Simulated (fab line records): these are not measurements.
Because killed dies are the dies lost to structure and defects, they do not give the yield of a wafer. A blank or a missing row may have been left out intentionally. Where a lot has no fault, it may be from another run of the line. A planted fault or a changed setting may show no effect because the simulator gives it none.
fab line records + flow n5-finfet
[record]
- lots = 7
- wafers = 21
- last-day = 19
route steps=1938 shown BEOL_M10@1514 PASSIVATION@1936
lots that met no fault: from a run of the same line without faults
start-h: the number of hours between the record's first day and the start of the first shown wafer of the lot + wait-h: hours since the lot's step before + " the same as in the row above + L1.1+2: one row covering several wafers at once + - no value, or no start given + * or withheld: withheld + < > ~ a bound
route shown NAME@n: NAME is a module with steps in the file, n the number in the route of the first one + usual: the fault-free wafers' mean and standard deviation + same: alike in all rows + chamber/n: place in a boat + sites: the reading at each site + _std_site: the standard deviation of these + _edge_site: the outer-site mean with the inner-site mean subtracted + radius-mm: how far each site lies from the wafer's centre + mask NAME#n: copy n + behind: the last tool/chamber to shape the wafer + hold: reason for holding the lot/hours on hold/outcome of the hold + device: which transistor (n, p or np) failed to switch + end of line: tests run on the same wafers once the route is complete + a step given without rows: its recipe and nothing more + killed: dies that structure and defects cost at the first sort, which is not the same as the wafer's yield + map: a wafer's dies, marking killed ones x, the rest . and places with no die _
set.NAME: the setting as run; set.NAME@STEP: as run at that earlier step + model.NAME: the simulator's own value behind a step, which no gauge read
lots at selected steps of the route; one table per step, one row per wafer
services: a tool's chamber out of use, with start hour (start-h, from the record's first day; less than 0 if before it), hours out, and reason
[[steps]]
[step N5_BEOL_M10_STRIP_77]
[recipe]
- chemistry = N2/H2
- time-s = 10
- power-w = 450
- temp-c = 40
- pressure-mtorr = 20
- rf-frequency-hz = 6e+07
- bias-power-w = 7
- n2-flow-sccm = 200
- h2-flow-sccm = 200
[step N5_BEOL_M10_OCD_MEAS_38]
[usual]
- trench-depth-nm = 149.1/2.4
| lot.wafer | tool   | chamber | start-h | wait-h | trench-depth-nm |
|-----------|--------|---------|---------|--------|-----------------|
| L589.1    | ocd-02 | -       | 243.88  | -      | 152.4           |
| L589.3    | "      | -       | "       | "      | 148.6           |
| L589.5    | "      | -       | "       | "      | 152.5           |
| L594.4    | ocd-02 | -       | 291.10  | -      | 145.9           |
| L594.5    | "      | -       | "       | "      | 151.4           |
| L594.6    | "      | -       | "       | "      | 146.4           |
| L595.3    | ocd-02 | -       | 294.38  | -      | 145.0           |
| L595.5    | "      | -       | "       | "      | 151.5           |
| L595.6    | "      | -       | "       | "      | 148.1           |
| L600.1    | ocd-02 | -       | 345.17  | -      | 154.0           |
| L600.2    | "      | -       | "       | "      | 152.8           |
| L600.5    | "      | -       | "       | "      | 149.2           |
| L599.1    | ocd-01 | -       | 345.22  | -      | 146.5           |
| L599.2    | "      | -       | "       | "      | 150.2           |
| L599.4    | "      | -       | "       | "      | 149.9           |
| L602.3    | ocd-01 | -       | 357.60  | -      | 147.0           |
| L602.4    | "      | -       | "       | "      | 148.2           |
| L602.6    | "      | -       | "       | "      | 150.7           |
| L611.3    | ocd-02 | -       | 388.41  | -      | 148.9           |
| L611.5    | "      | -       | "       | "      | 150.1           |
| L611.6    | "      | -       | "       | "      | 149.8           |
[step N5_BEOL_M10_HM_STRIP_39]
[recipe]
- chemistry = peroxide-tin-strip
- material = TiN
- target-depth-a = 250
- temp-c = 50
- time-s = 158
[step N5_BEOL_M10_SRD_40]
[recipe]
- time-s = 30
- temp-c = 23
- rinse-liquid = diw
- dry = ipa-marangoni
[step N5_BEOL_M10_PRECLEAN_42]
[recipe]
- chemistry = residue-remover
- time-s = 60
- temp-c = 40
[step N5_BEOL_M10_SRD_43]
[recipe]
- time-s = 30
- temp-c = 23
- rinse-liquid = diw
- dry = ipa-marangoni
[step N5_BEOL_M10_CD_MEAS_35]
[recipe]
- target-cd-nm = 70
- polarity = opening
[usual]
- cd-nm = 70.0/0.57
| lot.wafer | tool      | chamber | start-h | wait-h | cd-nm |
|-----------|-----------|---------|---------|--------|-------|
| L589.1    | cd-sem-03 | -       | 244.03  | 0.0    | 70.4  |
| L589.3    | "         | -       | "       | "      | 71.1  |
| L589.5    | "         | -       | "       | "      | 69.7  |
| L594.4    | cd-sem-03 | -       | 291.26  | 0.0    | 69.4  |
| L594.5    | "         | -       | "       | "      | 69.8  |
| L594.6    | "         | -       | "       | "      | 69.9  |
| L595.3    | cd-sem-03 | -       | 294.63  | 0.0    | 70.2  |
| L595.5    | "         | -       | "       | "      | 69.6  |
| L595.6    | "         | -       | "       | "      | 69.4  |
| L600.1    | cd-sem-01 | -       | 345.34  | 0.0    | 69.9  |
| L600.2    | "         | -       | "       | "      | 69.8  |
| L600.5    | "         | -       | "       | "      | 70.2  |
| L599.1    | cd-sem-02 | -       | 345.51  | 0.0    | 69.7  |
| L599.2    | "         | -       | "       | "      | 69.9  |
| L599.4    | "         | -       | "       | "      | 69.7  |
| L602.3    | cd-sem-01 | -       | 357.75  | 0.0    | 68.6  |
| L602.4    | "         | -       | "       | "      | 68.9  |
| L602.6    | "         | -       | "       | "      | 69.5  |
| L611.3    | cd-sem-01 | -       | 388.68  | 0.0    | 70.6  |
| L611.5    | "         | -       | "       | "      | 69.7  |
| L611.6    | "         | -       | "       | "      | 69.7  |
[step N5_BEOL_M10_CURE_72]
[recipe]
- temp-c = 370
- time-s = 120
- ambient = DMADMS/He
- material = SiCOH_lowk
[usual]
- lamp-power-pct = 52.30/0.053
- wafer_temp_C_max = 371.9/0.55
| lot.wafer | tool       | chamber | start-h | wait-h | lamp-power-pct | wafer_temp_C_max |
|-----------|------------|---------|---------|--------|----------------|------------------|
| L589.1    | uv-cure-03 | 0       | 244.18  | 0.1    | 52.37          | 370.9            |
| L589.3    | "          | 0       | "       | "      | 52.38          | 370.8            |
| L589.5    | "          | 0       | "       | "      | 52.18          | 371.7            |
| L594.4    | uv-cure-03 | 0       | 291.45  | 0.2    | 52.25          | 371.7            |
| L594.5    | "          | 0       | "       | "      | 52.36          | 371.9            |
| L594.6    | "          | 0       | "       | "      | 52.40          | 371.2            |
| L595.3    | uv-cure-02 | 2       | 294.82  | 0.2    | 52.27          | 372.0            |
| L595.5    | "          | 2       | "       | "      | 52.12          | 371.9            |
| L595.6    | "          | 2       | "       | "      | 52.29          | 373.2            |
| L600.1    | uv-cure-01 | 0       | 345.39  | 0.1    | 52.28          | 371.5            |
| L600.2    | "          | 0       | "       | "      | 52.30          | 371.9            |
| L600.5    | "          | 0       | "       | "      | 52.27          | 372.0            |
| L599.1    | uv-cure-03 | 2       | 345.55  | 0.0    | 52.30          | 371.8            |
| L599.2    | "          | 2       | "       | "      | 52.31          | 371.9            |
| L599.4    | "          | 2       | "       | "      | 52.23          | 371.8            |
| L602.3    | uv-cure-01 | 0       | 358.22  | 0.5    | 52.23          | 371.3            |
| L602.4    | "          | 0       | "       | "      | 52.26          | 371.5            |
| L602.6    | "          | 0       | "       | "      | 52.29          | 370.7            |
| L611.3    | uv-cure-01 | 2       | 388.82  | 0.1    | 52.33          | 372.1            |
| L611.5    | "          | 2       | "       | "      | 52.33          | 371.2            |
| L611.6    | "          | 2       | "       | "      | 52.30          | 371.7            |
[step N5_BEOL_M10_DEGAS_44]
[recipe]
- ambient = vacuum
- temp-c = 250
- time-s = 60
[usual]
- heater-power-w = 336/32
- susceptor-temp-C = 249.99/0.18
| lot.wafer | tool           | chamber | start-h | wait-h | heater-power-w | susceptor-temp-C |
|-----------|----------------|---------|---------|--------|----------------|------------------|
| L589.1    | pvd-sputter-02 | -       | 244.60  | 0.4    | 323            | 250.03           |
| L589.3    | "              | -       | "       | "      | 360            | 249.57           |
| L589.5    | "              | -       | "       | "      | 377            | 250.18           |
| L594.4    | pvd-sputter-01 | -       | 291.63  | 0.1    | 336            | 249.87           |
| L594.5    | "              | -       | "       | "      | 353            | 250.02           |
| L594.6    | "              | -       | "       | "      | 294            | 249.90           |
| L595.3    | pvd-sputter-01 | -       | 295.38  | 0.5    | 330            | 249.93           |
| L595.5    | "              | -       | "       | "      | 335            | 250.00           |
| L595.6    | "              | -       | "       | "      | 329            | 250.04           |
| L600.1    | pvd-sputter-02 | -       | 345.77  | 0.3    | 357            | 249.97           |
| L600.2    | "              | -       | "       | "      | 317            | 249.92           |
| L600.5    | "              | -       | "       | "      | 360            | 250.00           |
| L599.1    | pvd-sputter-03 | -       | 346.00  | 0.4    | 298            | 249.88           |
| L599.2    | "              | -       | "       | "      | 404            | 249.67           |
| L599.4    | "              | -       | "       | "      | 329            | 249.96           |
| L602.3    | pvd-sputter-01 | -       | 358.72  | 0.5    | 288            | 249.84           |
| L602.4    | "              | -       | "       | "      | 344            | 250.24           |
| L602.6    | "              | -       | "       | "      | 332            | 249.67           |
| L611.3    | pvd-sputter-01 | -       | 389.19  | 0.3    | 283            | 249.80           |
| L611.5    | "              | -       | "       | "      | 334            | 249.85           |
| L611.6    | "              | -       | "       | "      | 331            | 250.21           |
[step N5_BEOL_M10_PRE_CLEAN_45]
[recipe]
- gas = H2/He
- time-s = 30
- temp-c = 250
[step N5_BEOL_M10_ALD_74]
[recipe]
- material = TaN
- target-thk-a = 20
- temp-c = 275
- ald-precursor-family = PDMAT
- ald-co-reactant = NH3
- pressure-torr = 3
- carrier-flow-sccm = 1500
- pulse-time-s = 2
- purge-time-s = 3
- co-reactant-purge-time-s = 2
- co-reactant-pulse-time-s = 3
- ald-cycles = 40
- precursor-vessel-temp-c = 75
- precursor-vessel-pressure-torr = 26.25
- precursor-vessel-carrier-sccm = 1000
[usual]
- heater-power-w = 407/48
- precursor-vessel-pressure-torr = 26.24/0.054
- susceptor-temp-C = 275.00/0.17
| lot.wafer | tool         | chamber | start-h | wait-h | heater-power-w | precursor-vessel-pressure-torr | susceptor-temp-C |
|-----------|--------------|---------|---------|--------|----------------|--------------------------------|------------------|
| L589.1    | ald-metal-01 | 3       | 244.75  | 0.1    | 426            | 26.24                          | 274.84           |
| L589.3    | "            | 0       | "       | "      | 356            | 26.34                          | 274.92           |
| L589.5    | "            | 2       | "       | "      | 428            | 26.31                          | 275.25           |
| L594.4    | ald-metal-01 | 1       | 291.73  | 0.0    | 355            | 26.21                          | 274.93           |
| L594.5    | "            | 1       | "       | "      | 366            | 26.21                          | 275.13           |
| L594.6    | "            | 0       | "       | "      | 356            | 26.30                          | 275.06           |
| L595.3    | ald-metal-02 | 0       | 295.48  | 0.0    | 446            | 26.25                          | 274.86           |
| L595.5    | "            | 0       | "       | "      | 434            | 26.28                          | 274.87           |
| L595.6    | "            | 3       | "       | "      | 479            | 26.19                          | 275.20           |
| L600.1    | ald-metal-01 | 2       | 345.87  | 0.0    | 428            | 26.28                          | 275.25           |
| L600.2    | "            | 3       | "       | "      | 434            | 26.27                          | 274.88           |
| L600.5    | "            | 0       | "       | "      | 352            | 26.26                          | 274.97           |
| L599.1    | ald-metal-01 | 3       | 346.13  | 0.1    | 421            | 26.18                          | 274.98           |
| L599.2    | "            | 0       | "       | "      | 361            | 26.22                          | 275.02           |
| L599.4    | "            | 2       | "       | "      | 443            | 26.26                          | 274.94           |
| L602.3    | ald-metal-03 | 2       | 358.82  | 0.0    | 496            | 26.20                          | 274.95           |
| L602.4    | "            | 3       | "       | "      | 313            | 26.23                          | 274.96           |
| L602.6    | "            | 0       | "       | "      | 359            | 26.12                          | 275.04           |
| L611.3    | ald-metal-02 | 0       | 389.44  | 0.2    | 430            | 26.16                          | 275.10           |
| L611.5    | "            | 3       | "       | "      | 468            | 26.31                          | 274.87           |
| L611.6    | "            | 1       | "       | "      | 382            | 26.31                          | 274.78           |
[step N5_BEOL_M10_SURFACE_TREAT_76]
[recipe]
- gas = Ar
- time-s = *
- ion-energy-ev = *
- ion-current-ma-cm2 = 0.5
- pressure-mtorr = *
- ar-flow-sccm = 30
[usual]
- pressure-mtorr = *
- throttle-valve-pct = *
| lot.wafer | tool           | chamber | start-h | wait-h | pressure-mtorr | throttle-valve-pct |
|-----------|----------------|---------|---------|--------|----------------|--------------------|
| L589.1    | pvd-sputter-03 | -       | 245.06  | 0.2    | *              | *                  |
| L589.3    | "              | -       | "       | "      | *              | *                  |
| L589.5    | "              | -       | "       | "      | *              | *                  |
| L594.4    | pvd-sputter-03 | -       | 292.02  | 0.2    | *              | *                  |
| L594.5    | "              | -       | "       | "      | *              | *                  |
| L594.6    | "              | -       | "       | "      | *              | *                  |
| L595.3    | pvd-sputter-02 | -       | 296.90  | 1.3    | *              | *                  |
| L595.5    | "              | -       | "       | "      | *              | *                  |
| L595.6    | "              | -       | "       | "      | *              | *                  |
| L600.1    | pvd-sputter-03 | -       | 346.16  | 0.2    | *              | *                  |
| L600.2    | "              | -       | "       | "      | *              | *                  |
| L600.5    | "              | -       | "       | "      | *              | *                  |
| L599.1    | pvd-sputter-03 | -       | 346.41  | 0.2    | *              | *                  |
| L599.2    | "              | -       | "       | "      | *              | *                  |
| L599.4    | "              | -       | "       | "      | *              | *                  |
| L602.3    | pvd-sputter-01 | -       | 359.16  | 0.2    | *              | *                  |
| L602.4    | "              | -       | "       | "      | *              | *                  |
| L602.6    | "              | -       | "       | "      | *              | *                  |
| L611.3    | pvd-sputter-03 | -       | 389.82  | 0.2    | *              | *                  |
| L611.5    | "              | -       | "       | "      | *              | *                  |
| L611.6    | "              | -       | "       | "      | *              | *                  |
[step N5_BEOL_M10_CVD_75]
[recipe]
- material = Co
- target-thk-a = 20
- temp-c = withheld
- precursor = CCTBA/H2
- pressure-torr = 30
- time-s = 138.9
[usual]
- run-length-s = 161.8/0.57
| lot.wafer | tool      | chamber | start-h | wait-h | run-length-s |
|-----------|-----------|---------|---------|--------|--------------|
| L589.1    | cvd-co-01 | 1       | 245.12  | 0.0    | 162.4        |
| L589.3    | "         | 2       | "       | "      | 161.9        |
| L589.5    | "         | 1       | "       | "      | 162.9        |
| L594.4    | cvd-co-02 | 1       | 292.35  | 0.3    | 160.8        |
| L594.5    | "         | 2       | "       | "      | 161.8        |
| L594.6    | "         | 0       | "       | "      | 161.9        |
| L595.3    | cvd-co-02 | 0       | 296.96  | 0.0    | 161.9        |
| L595.5    | "         | 0       | "       | "      | 161.9        |
| L595.6    | "         | 1       | "       | "      | 161.0        |
| L600.1    | cvd-co-02 | 0       | 346.22  | 0.0    | 223.8        |
| L600.2    | "         | 2       | "       | "      | 224.1        |
| L600.5    | "         | 0       | "       | "      | 224.2        |
| L599.1    | cvd-co-02 | 0       | 346.48  | 0.0    | 223.9        |
| L599.2    | "         | 2       | "       | "      | 224.5        |
| L599.4    | "         | 0       | "       | "      | 224.3        |
| L602.3    | cvd-co-02 | 2       | 359.39  | 0.2    | 224.5        |
| L602.4    | "         | 2       | "       | "      | 224.2        |
| L602.6    | "         | 0       | "       | "      | 224.1        |
| L611.3    | cvd-co-01 | 2       | 389.88  | 0.0    | 161.7        |
| L611.5    | "         | 1       | "       | "      | 162.5        |
| L611.6    | "         | 0       | "       | "      | 161.4        |
[step N5_BEOL_M10_SPUTTER_48]
[recipe]
- material = Cu
- target-thk-a = 120
- temp-c = -20
- bias-v = 60
- power-w = 26000
- chamber-pressure-pa = 0.13
- time-s = 2
[usual]
- susceptor-temp-C = -20.00/0.1
- throttle-valve-pct = 29.7/0.72
| lot.wafer | tool           | chamber | start-h | wait-h | susceptor-temp-C | throttle-valve-pct |
|-----------|----------------|---------|---------|--------|------------------|--------------------|
| L589.1    | pvd-sputter-01 | -       | 245.29  | 0.1    | -19.92           | 28.3               |
| L589.3    | "              | -       | "       | "      | -20.20           | 29.8               |
| L589.5    | "              | -       | "       | "      | -20.13           | 29.9               |
| L594.4    | pvd-sputter-02 | -       | 293.14  | 0.7    | -20.00           | 30.0               |
| L594.5    | "              | -       | "       | "      | -19.87           | 29.9               |
| L594.6    | "              | -       | "       | "      | -19.98           | 29.7               |
| L595.3    | pvd-sputter-02 | -       | 297.20  | 0.2    | -20.02           | 29.8               |
| L595.5    | "              | -       | "       | "      | -19.92           | 30.1               |
| L595.6    | "              | -       | "       | "      | -20.06           | 29.3               |
| L600.1    | pvd-sputter-02 | -       | 346.38  | 0.1    | -20.01           | 30.1               |
| L600.2    | "              | -       | "       | "      | -19.84           | 29.7               |
| L600.5    | "              | -       | "       | "      | -19.82           | 30.1               |
| L599.1    | pvd-sputter-03 | -       | 346.71  | 0.2    | -20.06           | 29.8               |
| L599.2    | "              | -       | "       | "      | -19.93           | 30.5               |
| L599.4    | "              | -       | "       | "      | -20.01           | 29.3               |
| L602.3    | pvd-sputter-01 | -       | 359.62  | 0.2    | -20.00           | 30.0               |
| L602.4    | "              | -       | "       | "      | -20.03           | 28.2               |
| L602.6    | "              | -       | "       | "      | -20.01           | 28.1               |
| L611.3    | pvd-sputter-03 | -       | 390.02  | 0.1    | -20.08           | 29.4               |
| L611.5    | "              | -       | "       | "      | -19.93           | 29.3               |
| L611.6    | "              | -       | "       | "      | -20.04           | 29.6               |
[step N5_PASSIVATION_PROBE_49]
[usual]
- defect-limited-yield = 91.3/1.4
- killed_at_M0_to_M3 = 34/10
- killed_at_M4_up = 14/5.5
- killed-at-contacts = 12/6
- killed-at-front-end = 40/10
- killed-at-other = 3.0/2.4
- killed-dies = 103/17
- killed-open = 68/13
- killed-short = 34/7.8
- sort_bin_5_function = 5.1/0.97
- sort_bin_6_memory = 3.3/0.66
- sort_bin_8_speed = 0.02/0.12
- sort-n-pass = 1077/17
- sort-yield-pct = 91.2/1.4
[same]
- gross-dies = 1180
- killed-at-back-side = 0
- sort_bin_4_leakage[%] = 0
| lot.wafer | tool      | chamber | start-h | wait-h | defect-limited-yield[%] | killed_at_M0_to_M3 | killed_at_M4_up | killed-at-contacts | killed-at-front-end | killed-at-other | killed-dies | killed-open | killed-short | sort_bin_5_function[%] | sort_bin_6_memory[%] | sort_bin_8_speed[%] | sort-n-pass | sort-yield-pct[%] |
|-----------|-----------|---------|---------|--------|-------------------------|--------------------|-----------------|--------------------|---------------------|-----------------|-------------|-------------|--------------|------------------------|----------------------|---------------------|-------------|-------------------|
| L594.4    | prober-01 | -       | 341.18  | 0.2    | 90.3                    | 38                 | 15              | 21                 | 37                  | 3               | 114         | 82          | 28           | 5.7                    | 3.4                  | 0.08                | 1065        | 90.3              |
| L594.5    | prober-01 | -       | 341.23  | 0.2    | 91.6                    | 27                 | 13              | 11                 | 44                  | 4               | 99          | 62          | 34           | 4.9                    | 3.1                  | 0.08                | 1080        | 91.5              |
| L594.6    | prober-01 | -       | 341.28  | 0.3    | 92.0                    | 38                 | 16              | 19                 | 20                  | 1               | 94          | 67          | 27           | 4.7                    | 3.1                  | 0.08                | 1085        | 91.9              |
| L595.3    | prober-02 | -       | 347.68  | 0.1    | 93.1                    | 28                 | 15              | 7                  | 30                  | 1               | 81          | 54          | 27           | 4.1                    | 2.5                  | 0                   | 1099        | 93.1              |
| L595.5    | prober-02 | -       | 347.78  | 0.2    | 90.6                    | 28                 | 12              | 7                  | 62                  | 2               | 111         | 65          | 42           | 6.4                    | 2.6                  | 0                   | 1069        | 90.6              |
| L595.6    | prober-02 | -       | 347.83  | 0.3    | 91.4                    | 31                 | 15              | 10                 | 46                  | 0               | 102         | 69          | 32           | 5.6                    | 2.7                  | 0                   | 1078        | 91.4              |
| L599.1    | prober-01 | -       | 397.34  | 0.0    | 91.9                    | 27                 | 11              | 5                  | 45                  | 8               | 96          | 59          | 37           | 4.4                    | 3.6                  | 0                   | 1084        | 91.9              |
| L599.2    | prober-01 | -       | 397.39  | 0.1    | 90.7                    | 26                 | 21              | 14                 | 46                  | 3               | 110         | 77          | 28           | 6.1                    | 2.9                  | 0                   | 1070        | 90.7              |
| L599.4    | prober-01 | -       | 397.49  | 0.2    | 91.3                    | 32                 | 26              | 4                  | 39                  | 2               | 103         | 67          | 35           | 5.3                    | 3.2                  | 0                   | 1077        | 91.3              |
| L600.1    | prober-01 | -       | 399.57  | 0.0    | 91.4                    | 30                 | 14              | 20                 | 37                  | 0               | 101         | 64          | 36           | 4.7                    | 3.7                  | 0                   | 1079        | 91.4              |
| L600.2    | prober-01 | -       | 399.62  | 0.1    | 90.4                    | 32                 | 17              | 14                 | 49                  | 1               | 113         | 78          | 34           | 5.0                    | 4.2                  | 0                   | 1067        | 90.4              |
| L600.5    | prober-01 | -       | 399.77  | 0.2    | 92.4                    | 17                 | 14              | 20                 | 37                  | 2               | 90          | 56          | 32           | 4.8                    | 2.6                  | 0                   | 1090        | 92.4              |
| L602.3    | prober-02 | -       | 410.20  | 0.1    | 91.2                    | 26                 | 18              | 12                 | 45                  | 3               | 104         | 82          | 22           | 5.2                    | 3.6                  | 0                   | 1076        | 91.2              |
| L602.4    | prober-02 | -       | 410.25  | 0.2    | 90.4                    | 33                 | 9               | 11                 | 58                  | 2               | 113         | 79          | 33           | 5.8                    | 3.4                  | 0                   | 1067        | 90.4              |
| L602.6    | prober-02 | -       | 410.35  | 0.3    | 91.7                    | 27                 | 12              | 14                 | 39                  | 6               | 98          | 71          | 26           | 4.8                    | 3.1                  | 0                   | 1082        | 91.7              |
// killed by level:class
L594.4 MOL_CONTACT_COAG:geometric-particle:open=20 FIN_SAQP:geometric-particle:open=13 BEOL_M2:geometric-particle:open=10 BEOL_M4:geometric-particle:open=9 BEOL_M3:geometric-particle:open=7 GATE_CUT:geometric-particle:short=6 FIN_SAQP:geometric-particle:short=4 BEOL_M0_SAQP:geometric-particle:short=4
L594.5 STI_FIN_REVEAL:geometric-particle:open=14 MOL_CONTACT_COAG:geometric-particle:open=10 BEOL_M0_SAQP:geometric-particle:open=10 BEOL_M0_SAQP:geometric-particle:short=7 GATE_CUT:geometric-particle:short=6 GATE_CUT:geometric-particle:open=5 BEOL_M4:geometric-particle:open=4 STARTING-WAFER:geometric-particle:short=4
L594.6 MOL_CONTACT_COAG:geometric-particle:open=16 BEOL_M0_SAQP:geometric-particle:open=12 BEOL_M0_SAQP:geometric-particle:short=10 BEOL_M4:geometric-particle:open=6 BEOL_M3:geometric-particle:open=6 BEOL_M1:geometric-particle:open=5 STI_FIN_REVEAL:geometric-particle:open=3 DUMMY_GATE:geometric-particle:open=3
L595.3 BEOL_M2:geometric-particle:open=11 MOL_CONTACT_COAG:geometric-particle:open=6 DUMMY_GATE:geometric-particle:open=6 BEOL_M0_SAQP:geometric-particle:open=6 FIN_SAQP:geometric-particle:short=5 BEOL_M4:geometric-particle:open=5 STARTING-WAFER:geometric-particle:short=4 BEOL_M3:geometric-particle:open=4
L595.5 STI_FIN_REVEAL:geometric-particle:open=23 BEOL_M0_SAQP:geometric-particle:short=10 FIN_SAQP:geometric-particle:short=7 GATE_CUT:geometric-particle:short=6 MOL_CONTACT_COAG:geometric-particle:open=6 BEOL_M1:geometric-particle:open=6 BEOL_M4:geometric-particle:open=6 STI_FIN_REVEAL:geometric-particle:short=5
L595.6 STI_FIN_REVEAL:geometric-particle:open=11 BEOL_M0_SAQP:geometric-particle:short=9 DUMMY_GATE:geometric-particle:open=8 MOL_CONTACT_COAG:geometric-particle:open=8 BEOL_M0_SAQP:geometric-particle:open=7 BEOL_M1:geometric-particle:open=6 BEOL_M4:geometric-particle:open=6 STARTING-WAFER:geometric-particle:open=6
L599.1 FIN_SAQP:geometric-particle:short=11 STI_FIN_REVEAL:geometric-particle:open=6 GATE_CUT:geometric-particle:open=6 BEOL_M0_SAQP:geometric-particle:short=6 BEOL_M1:geometric-particle:open=6 BEOL_M4:geometric-particle:open=6 GATE_CUT:geometric-particle:short=5 STARTING-WAFER:geometric-particle:open=5
L599.2 FIN_SAQP:geometric-particle:open=16 MOL_CONTACT_COAG:geometric-particle:open=14 BEOL_M4:geometric-particle:open=9 BEOL_M3:geometric-particle:open=8 FIN_SAQP:geometric-particle:short=6 DUMMY_GATE:geometric-particle:open=6 STI_FIN_REVEAL:geometric-particle:short=5 STI_FIN_REVEAL:geometric-particle:open=5
L599.4 BEOL_M4:geometric-particle:open=13 STI_FIN_REVEAL:geometric-particle:open=10 BEOL_M0_SAQP:geometric-particle:open=7 BEOL_M3:geometric-particle:open=7 GATE_CUT:geometric-particle:short=6 BEOL_M0_SAQP:geometric-particle:short=5 DUMMY_GATE:geometric-particle:open=4 BEOL_M1:geometric-particle:open=4
L600.1 MOL_CONTACT_COAG:geometric-particle:open=16 STI_FIN_REVEAL:geometric-particle:open=10 BEOL_M0_SAQP:geometric-particle:short=8 FIN_SAQP:geometric-particle:short=7 BEOL_M1:geometric-particle:open=6 DUMMY_GATE:geometric-particle:open=5 BEOL_M0_SAQP:geometric-particle:open=5 BEOL_M3:geometric-particle:open=4
L600.2 STI_FIN_REVEAL:geometric-particle:open=14 FIN_SAQP:geometric-particle:open=12 MOL_CONTACT_COAG:geometric-particle:open=11 FIN_SAQP:geometric-particle:short=7 BEOL_M1:geometric-particle:open=7 BEOL_M0_SAQP:geometric-particle:short=6 BEOL_M4:geometric-particle:open=6 BEOL_M3:geometric-particle:short=5
L600.5 STI_FIN_REVEAL:geometric-particle:open=14 MOL_CONTACT_COAG:geometric-particle:open=14 FIN_SAQP:geometric-particle:short=6 MOL_CONTACT_COAG:geometric-particle:short=6 BEOL_M3:geometric-particle:open=6 STI_FIN_REVEAL:geometric-particle:short=4 BEOL_M0_SAQP:geometric-particle:short=4 BEOL_M3:geometric-particle:short=4
L602.3 STI_FIN_REVEAL:geometric-particle:open=16 MOL_CONTACT_COAG:geometric-particle:open=12 BEOL_M2:geometric-particle:open=10 FIN_SAQP:geometric-particle:open=7 BEOL_M4:geometric-particle:open=6 BEOL_M3:geometric-particle:open=6 STI_FIN_REVEAL:geometric-particle:short=4 DUMMY_GATE:geometric-particle:open=4
L602.4 STI_FIN_REVEAL:geometric-particle:open=31 MOL_CONTACT_COAG:geometric-particle:open=9 BEOL_M3:geometric-particle:open=7 BEOL_M0_SAQP:geometric-particle:short=6 BEOL_M2:geometric-particle:open=5 FIN_SAQP:geometric-particle:open=4 STI_FIN_REVEAL:geometric-particle:short=4 DUMMY_GATE:geometric-particle:open=4
L602.6 FIN_SAQP:geometric-particle:open=18 MOL_CONTACT_COAG:geometric-particle:open=11 FIN_SAQP:geometric-particle:short=8 BEOL_M0_SAQP:geometric-particle:short=7 BEOL_M0:geometric-particle:open=7 BEOL_M0_SAQP:geometric-particle:open=5 BEOL_M2:geometric-particle:open=5 BEOL_M5:geometric-particle:open=5
[[services]]
| tool           | chamber | start-h | hours | kind   |
|----------------|---------|---------|-------|--------|
| ald-metal-02   | 3       | 226.62  | 7.0   | repair |
| uv-cure-02     | -       | 250.78  | 4.0   | repair |
| cvd-co-02      | -       | 251.00  | 6.0   | pm     |
| cvd-co-02      | -       | 264.18  | 0.8   | repair |
| ald-metal-03   | -       | 268.29  | 2.8   | pm     |
| uv-cure-03     | -       | 272.43  | 7.5   | pm     |
| uv-cure-03     | -       | 298.18  | 7.1   | repair |
| cvd-co-02      | -       | 303.15  | 0.8   | repair |
| uv-cure-03     | -       | 305.55  | 2.8   | pm     |
| cvd-co-01      | 2       | 307.37  | 4.8   | repair |
| ald-metal-03   | 2       | 325.45  | 3.6   | repair |
| cvd-co-01      | -       | 336.47  | 6.0   | pm     |
| ald-metal-02   | -       | 337.43  | 14.0  | pm     |
| uv-cure-01     | -       | 340.79  | 2.1   | pm     |
| ald-metal-03   | -       | 342.54  | 8.7   | pm     |
| uv-cure-02     | -       | 344.70  | 7.5   | pm     |
| pvd-sputter-01 | -       | 344.74  | 1.6   | repair |
| cvd-co-01      | -       | 345.27  | 0.5   | repair |
| pvd-sputter-02 | -       | 351.20  | 11.7  | repair |
| uv-cure-02     | -       | 355.44  | 7.5   | pm     |
| uv-cure-02     | -       | 362.99  | 5.0   | pm     |
| ald-metal-03   | 2       | 366.72  | 6.6   | repair |
| uv-cure-03     | -       | 372.66  | 0.3   | repair |
| pvd-sputter-03 | -       | 378.22  | 3.7   | repair |
[[key]]
[first-sign]
- step = N5_BEOL_M10_CVD_75
- reading = run-length-s
- direction = up
- sigmas = 99+
- usual = *
- struck = *
effect none on later readings
met-at N5_BEOL_M10_CVD_75
struck-wafers L599.1,L599.2,L599.4,L600.1,L600.2,L600.5,L602.3,L602.4,L602.6
[fault]
- kind = process-parameter-drift
- tool = cvd-co-02
- chamber = -
- onset-h = 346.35
- steps = N5_BEOL_M10_CVD_75
- channel = time-s
- offset = *
- shape = step
- end-h = 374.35
- acts-in = *
- stated = *
